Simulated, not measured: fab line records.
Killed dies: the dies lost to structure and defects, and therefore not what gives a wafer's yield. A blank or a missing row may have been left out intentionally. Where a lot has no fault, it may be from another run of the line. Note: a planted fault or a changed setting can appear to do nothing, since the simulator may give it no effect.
Which tool was responsible? :: flow n5-finfet :: Sampling: 11 lots, 30 wafers, 5 of 1938 route steps

## WHAT THE GAUGES SHOWED, per wafer
N5_SD_EPI_P_OVL_MEAS_10. Usual: SD_P_BLK_OVL -0.6 nm, standard deviation 0.77.
lot: L455
measured: day 3 09:51
on: overlay-01
SD_P_BLK_OVL (nm): -1.4 -1.6 -0.5
flag: 

lot: L456
measured: day 3 13:29
on: overlay-02
SD_P_BLK_OVL (nm): 0.4 -1.0 -0.1
flag: 

lot: L459
measured: day 4 08:46
on: overlay-02
SD_P_BLK_OVL (nm): 0.0 -1.9 -1.2
flag: 

lot: L460
measured: day 4 11:02
on: overlay-02
SD_P_BLK_OVL (nm): 0.1 -0.6 -1.6
flag: 

lot: L461
measured: day 4 18:56
on: overlay-01
SD_P_BLK_OVL (nm): -0.1 0.7 0.3
flag: 

lot: L463
measured: day 5 10:23
on: overlay-02
SD_P_BLK_OVL (nm): -1.5 -1.4 -0.7
flag: 

lot: L470
measured: day 6 23:46
on: overlay-01
SD_P_BLK_OVL (nm): 0.3 1.1
flag: 

lot: L471
measured: day 7 04:58
on: overlay-02
SD_P_BLK_OVL (nm): -0.2 -1.8
flag: 

lot: L473
measured: day 7 17:53
on: overlay-02
SD_P_BLK_OVL (nm): -1.2 -0.1
flag: 

lot: L477
measured: day 8 17:20
on: overlay-01
SD_P_BLK_OVL (nm): -0.6 0.4 -1.2
flag: 

lot: L478
measured: day 9 02:24
on: overlay-02
SD_P_BLK_OVL (nm): -0.1 0.2 0.9
flag: 

N5_BEOL_M4_RC_MEAS_101. Usual: DIBL_N 35.9 mV/V, standard deviation 1.4; DIBL_P 35.9 mV/V, standard deviation 1.7; IOFF_N 0.155 nA/um, standard deviation 0.023; IOFF_P 0.201 nA/um, standard deviation 0.029; ION_N 672 uA/um, standard deviation 8.8; ION_P 460 uA/um, standard deviation 7; SS_N 71.6 mV/dec, standard deviation 0.48; SS_P 73.1 mV/dec, standard deviation 0.64; VT_N 250.0 mV, standard deviation 3; VT_P -251.6 mV, standard deviation 3.
lot: L455
measured: day 8 02:14
on: prober-02
DIBL_N (mV/V): 34.6 38.2 37.1
DIBL_P (mV/V): 35.1 38.6 37.4
IOFF_N (nA/um): 0.131 0.191 0.174
IOFF_P (nA/um): 0.195 0.252 0.229
ION_N (uA/um): 667 680 672
ION_P (uA/um): 460 464 459
SS_N (mV/dec): 71.7 72.2 71.7
SS_P (mV/dec): 73.3 74.6 74.0
VT_N (mV): 250.4 245.9 247.3
VT_P (mV): -252.1 -250.6 -249.8
flag: 

lot: L456
measured: day 8 04:57
on: prober-02
DIBL_N (mV/V): 34.9 34.1 35.3
DIBL_P (mV/V): 33.6 33.5 35.0
IOFF_N (nA/um): 0.130 0.120 0.145
IOFF_P (nA/um): 0.184 0.181 0.213
ION_N (uA/um): 652 660 664
ION_P (uA/um): 452 455 463
SS_N (mV/dec): 71.9 71.0 71.7
SS_P (mV/dec): 72.2 72.6 72.7
VT_N (mV): 256.1 254.3 251.9
VT_P (mV): -249.7 -250.7 -250.3
flag: 

lot: L459
measured: day 9 06:42
on: prober-01
DIBL_N (mV/V): 36.1 36.0 35.6
DIBL_P (mV/V): 36.3 36.4 36.0
IOFF_N (nA/um): 0.168 0.163 0.172
IOFF_P (nA/um): 0.217 0.207 0.213
ION_N (uA/um): 675 676 673
ION_P (uA/um): 460 458 457
SS_N (mV/dec): 72.0 71.1 71.3
SS_P (mV/dec): 73.0 73.4 73.2
VT_N (mV): 247.6 250.3 248.9
VT_P (mV): -250.3 -251.0 -250.2
flag: 

lot: L460
measured: day 8 23:53
on: prober-01
DIBL_N (mV/V): 32.8 35.5 35.6
DIBL_P (mV/V): 34.9 37.1 37.1
IOFF_N (nA/um): 0.126 0.165 0.161
IOFF_P (nA/um): 0.168 0.200 0.208
ION_N (uA/um): 663 671 668
ION_P (uA/um): 453 456 459
SS_N (mV/dec): 71.3 71.5 72.1
SS_P (mV/dec): 73.3 73.6 73.6
VT_N (mV): 254.2 250.1 251.3
VT_P (mV): -257.0 -254.1 -250.2
flag: 

lot: L461
measured: day 9 10:04
on: prober-01
DIBL_N (mV/V): 34.1 35.3 36.0
DIBL_P (mV/V): 35.0 36.8 37.7
IOFF_N (nA/um): 0.128 0.150 0.161
IOFF_P (nA/um): 0.162 0.179 0.186
ION_N (uA/um): 660 674 676
ION_P (uA/um): 452 457 460
SS_N (mV/dec): 71.6 71.1 72.0
SS_P (mV/dec): 72.4 73.4 73.6
VT_N (mV): 252.3 249.7 251.4
VT_P (mV): -254.1 -254.3 -253.0
flag: 

lot: L463
measured: day 10 08:11
on: prober-01
DIBL_N (mV/V): 37.8 38.1 36.6
DIBL_P (mV/V): 38.9 38.7 35.8
IOFF_N (nA/um): 0.193 0.199 0.166
IOFF_P (nA/um): 0.216 0.217 0.174
ION_N (uA/um): 688 687 660
ION_P (uA/um): 460 466 446
SS_N (mV/dec): 71.6 71.6 71.7
SS_P (mV/dec): 74.2 74.5 72.2
VT_N (mV): 244.7 247.1 249.3
VT_P (mV): -251.0 -250.6 -253.7
flag: 

lot: L470
measured: day 12 10:29
on: prober-02
DIBL_N (mV/V): 35.5 37.5
DIBL_P (mV/V): 36.6 38.9
IOFF_N (nA/um): 0.145 0.188
IOFF_P (nA/um): 0.221 0.267
ION_N (uA/um): 674 684
ION_P (uA/um): 471 476
SS_N (mV/dec): 71.6 71.8
SS_P (mV/dec): 73.2 73.9
VT_N (mV): 250.0 245.9
VT_P (mV): -247.2 -244.8
flag: 

lot: L471
measured: day 12 05:38
on: prober-01
DIBL_N (mV/V): 39.0 37.4
DIBL_P (mV/V): 37.3 35.3
IOFF_N (nA/um): 0.177 0.144
IOFF_P (nA/um): 0.217 0.196
ION_N (uA/um): 675 675
ION_P (uA/um): 457 458
SS_N (mV/dec): 71.8 71.4
SS_P (mV/dec): 74.6 73.4
VT_N (mV): 250.3 247.9
VT_P (mV): -251.7 -251.1
flag: 

lot: L473
measured: day 12 15:20
on: prober-02
DIBL_N (mV/V): 34.5 34.1
DIBL_P (mV/V): 34.7 34.6
IOFF_N (nA/um): 0.131 0.125
IOFF_P (nA/um): 0.146 0.140
ION_N (uA/um): 660 658
ION_P (uA/um): 448 445
SS_N (mV/dec): 71.4 71.2
SS_P (mV/dec): 72.9 72.8
VT_N (mV): 254.0 251.2
VT_P (mV): -258.7 -257.9
flag: 

lot: L477
measured: day 13 18:04
on: prober-01
DIBL_N (mV/V): 35.9 37.2 34.9
DIBL_P (mV/V): 35.7 35.9 34.2
IOFF_N (nA/um): 0.155 0.157 0.132
IOFF_P (nA/um): 0.183 0.196 0.171
ION_N (uA/um): 679 670 666
ION_P (uA/um): 461 454 451
SS_N (mV/dec): 71.4 71.7 70.5
SS_P (mV/dec): 72.8 73.5 73.4
VT_N (mV): 248.4 250.7 252.3
VT_P (mV): -253.1 -252.3 -254.2
flag: 

lot: L478
measured: day 13 23:38
on: prober-02
DIBL_N (mV/V): 35.6 34.9 33.5
DIBL_P (mV/V): 34.0 34.2 32.8
IOFF_N (nA/um): 0.141 0.131 0.113
IOFF_P (nA/um): 0.186 0.198 0.168
ION_N (uA/um): 649 668 654
ION_P (uA/um): 448 462 454
SS_N (mV/dec): 71.7 71.1 71.0
SS_P (mV/dec): 72.6 73.4 72.6
VT_N (mV): 255.4 250.9 256.9
VT_P (mV): -253.7 -251.9 -252.6
flag: 

## WHAT TOOL EACH LOT RAN ON (gives the tool, then ch and the chambers of the sampled wafers, and finally the start)
lot: L455
N5_SPACER0_ALD_00: ald-sin-04 ch 0,2, day 3 03:20
N5_SD_EPI_N_VAPOR_ETCH_50: epi-rpcvd-04 ch 0, day 3 05:56
N5_SD_EPI_N_PRECLEAN_49: remote-plasma-01 ch 1, day 3 08:32

lot: L456
N5_SPACER0_ALD_00: ald-sin-01 ch 2,3, day 3 08:20
N5_SD_EPI_N_VAPOR_ETCH_50: epi-rpcvd-02 ch 0, day 3 10:44
N5_SD_EPI_N_PRECLEAN_49: remote-plasma-01 ch 1, day 3 12:44

lot: L459
N5_SPACER0_ALD_00: ald-sin-03 ch 1,2,3, day 4 01:50
N5_SD_EPI_N_VAPOR_ETCH_50: epi-rpcvd-02 ch 0, day 4 04:23
N5_SD_EPI_N_PRECLEAN_49: remote-plasma-01 ch 1, day 4 07:00

lot: L460
N5_SPACER0_ALD_00: ald-sin-03 ch 1,2, day 4 05:51
N5_SD_EPI_N_VAPOR_ETCH_50: epi-rpcvd-03 ch 0, day 4 08:15
N5_SD_EPI_N_PRECLEAN_49: remote-plasma-01 ch 1, day 4 10:15

lot: L461
N5_SPACER0_ALD_00: ald-sin-01 ch 0,1,2, day 4 12:50
N5_SD_EPI_N_VAPOR_ETCH_50: epi-rpcvd-02 ch 0, day 4 15:27
N5_SD_EPI_N_PRECLEAN_49: remote-plasma-02 ch 0, day 4 18:04

lot: L463
N5_SPACER0_ALD_00: ald-sin-04 ch 0,1,3, day 5 05:13
N5_SD_EPI_N_VAPOR_ETCH_50: epi-rpcvd-03 ch 0, day 5 07:37
N5_SD_EPI_N_PRECLEAN_49: remote-plasma-02 ch 0, day 5 09:38

lot: L470
N5_SPACER0_ALD_00: ald-sin-01 ch 0, day 6 18:08
N5_SD_EPI_N_VAPOR_ETCH_50: epi-rpcvd-03 ch 0, day 6 21:02
N5_SD_EPI_N_PRECLEAN_49: remote-plasma-02 ch 1, day 6 23:02

lot: L471
N5_SPACER0_ALD_00: ald-sin-03 ch 2,3, day 6 22:09
N5_SD_EPI_N_VAPOR_ETCH_50: epi-rpcvd-04 ch 0, day 7 00:52
N5_SD_EPI_N_PRECLEAN_49: remote-plasma-02 ch 0, day 7 04:14

lot: L473
N5_SPACER0_ALD_00: ald-sin-03 ch 0,2, day 7 11:49
N5_SD_EPI_N_VAPOR_ETCH_50: epi-rpcvd-02 ch 0, day 7 14:22
N5_SD_EPI_N_PRECLEAN_49: remote-plasma-02 ch 1, day 7 16:58

lot: L477
N5_SPACER0_ALD_00: ald-sin-01 ch 1,2, day 8 11:59
N5_SD_EPI_N_VAPOR_ETCH_50: epi-rpcvd-02 ch 0, day 8 14:28
N5_SD_EPI_N_PRECLEAN_49: remote-plasma-01 ch 1, day 8 16:28

lot: L478
N5_SPACER0_ALD_00: ald-sin-01 ch 0,1,3, day 8 21:14
N5_SD_EPI_N_VAPOR_ETCH_50: epi-rpcvd-03 ch 0, day 8 23:40
N5_SD_EPI_N_PRECLEAN_49: remote-plasma-01 ch 0, day 9 01:41
- N5_SPACER0_ALD_00: deposits SiOCN, target thk 3.5 nm, pulse time 3 s, purge time 2 s.
- N5_SD_EPI_N_VAPOR_ETCH_50: etches Si in HCl, time 54 s.
- N5_SD_EPI_N_PRECLEAN_49: cleans in NF3:NH3, afs cycles 1, time 20 s, sublimation time 60 s.

## WHAT THE TOOLS THEMSELVES READ (means of the sampled wafers that have a number; where no wafer has one, the mark that the record gives instead)
N5_SPACER0_ALD_00. Usual: heater-power-w 847 W, standard deviation 69; precursor-pulse-height-rel 0.998, standard deviation 0.02; susceptor-temp-C 400.00 C, standard deviation 0.22.
lot: L455
tool: ald-sin-04
heater-power-w (W): 843
precursor-pulse-height-rel: 0.984
susceptor-temp-C (C): 400.04
flag: 

lot: L456
tool: ald-sin-01
heater-power-w (W): 923
precursor-pulse-height-rel: 0.994
susceptor-temp-C (C): 400.08
flag: 

lot: L459
tool: ald-sin-03
heater-power-w (W): 895
precursor-pulse-height-rel: 0.994
susceptor-temp-C (C): 399.91
flag: 

lot: L460
tool: ald-sin-03
heater-power-w (W): 840
precursor-pulse-height-rel: 0.995
susceptor-temp-C (C): 400.07
flag: 

lot: L461
tool: ald-sin-01
heater-power-w (W): 874
precursor-pulse-height-rel: 1.008
susceptor-temp-C (C): 399.95
flag: 

lot: L463
tool: ald-sin-04
heater-power-w (W): 832
precursor-pulse-height-rel: 1.000
susceptor-temp-C (C): 399.88
flag: 

lot: L470
tool: ald-sin-01
heater-power-w (W): 821
precursor-pulse-height-rel: 0.996
susceptor-temp-C (C): 399.82
flag: 

lot: L471
tool: ald-sin-03
heater-power-w (W): 906
precursor-pulse-height-rel: 0.998
susceptor-temp-C (C): 399.83
flag: 

lot: L473
tool: ald-sin-03
heater-power-w (W): 832
precursor-pulse-height-rel: 1.004
susceptor-temp-C (C): 400.00
flag: 

lot: L477
tool: ald-sin-01
heater-power-w (W): 761
precursor-pulse-height-rel: 1.013
susceptor-temp-C (C): 400.04
flag: 

lot: L478
tool: ald-sin-01
heater-power-w (W): 830
precursor-pulse-height-rel: 1.004
susceptor-temp-C (C): 399.74
flag: 

N5_SD_EPI_N_VAPOR_ETCH_50. Usual: susceptor-temp-C 775.09 C, standard deviation 0.3; throttle-valve-pct 11.7 %, standard deviation 0.51.
lot: L455
tool: epi-rpcvd-04
susceptor-temp-C (C): 775.14
throttle-valve-pct (%): 12.6
flag: 

lot: L456
tool: epi-rpcvd-02
susceptor-temp-C (C): 775.15
throttle-valve-pct (%): 11.9
flag: 

lot: L459
tool: epi-rpcvd-02
susceptor-temp-C (C): 775.63
throttle-valve-pct (%): 11.8
flag: 

lot: L460
tool: epi-rpcvd-03
susceptor-temp-C (C): 774.98
throttle-valve-pct (%): 11.0
flag: 

lot: L461
tool: epi-rpcvd-02
susceptor-temp-C (C): 774.94
throttle-valve-pct (%): 11.8
flag: 

lot: L463
tool: epi-rpcvd-03
susceptor-temp-C (C): 775.31
throttle-valve-pct (%): 11.0
flag: 

lot: L470
tool: epi-rpcvd-03
susceptor-temp-C (C): 774.99
throttle-valve-pct (%): 11.0
flag: 

lot: L471
tool: epi-rpcvd-04
susceptor-temp-C (C): 774.79
throttle-valve-pct (%): 12.4
flag: 

lot: L473
tool: epi-rpcvd-02
susceptor-temp-C (C): 775.41
throttle-valve-pct (%): 11.9
flag: 

lot: L477
tool: epi-rpcvd-02
susceptor-temp-C (C): 775.09
throttle-valve-pct (%): 11.9
flag: 

lot: L478
tool: epi-rpcvd-03
susceptor-temp-C (C): 774.96
throttle-valve-pct (%): 11.0
flag: 

## THE ANSWER, worked out from the rows above alone
Rule: take the mean of a lot's wafers that have a number; if it is more than 3 standard deviations from the usual mean, the lot is off. A lot without any number at a reading at which 4 lots or more have one is off too. All remaining lots with rows at the step are treated as sound. First the gauges in route order, then the tools' own readings, where a lot's mean is used as printed above. At the first step where some lot is off, the reading lying furthest off is the one used; lots without a number count as furthest.
Nothing can be told from this: no lot is off at any reading shown.

## WHAT WAS PUT IN BY THE SIMULATOR
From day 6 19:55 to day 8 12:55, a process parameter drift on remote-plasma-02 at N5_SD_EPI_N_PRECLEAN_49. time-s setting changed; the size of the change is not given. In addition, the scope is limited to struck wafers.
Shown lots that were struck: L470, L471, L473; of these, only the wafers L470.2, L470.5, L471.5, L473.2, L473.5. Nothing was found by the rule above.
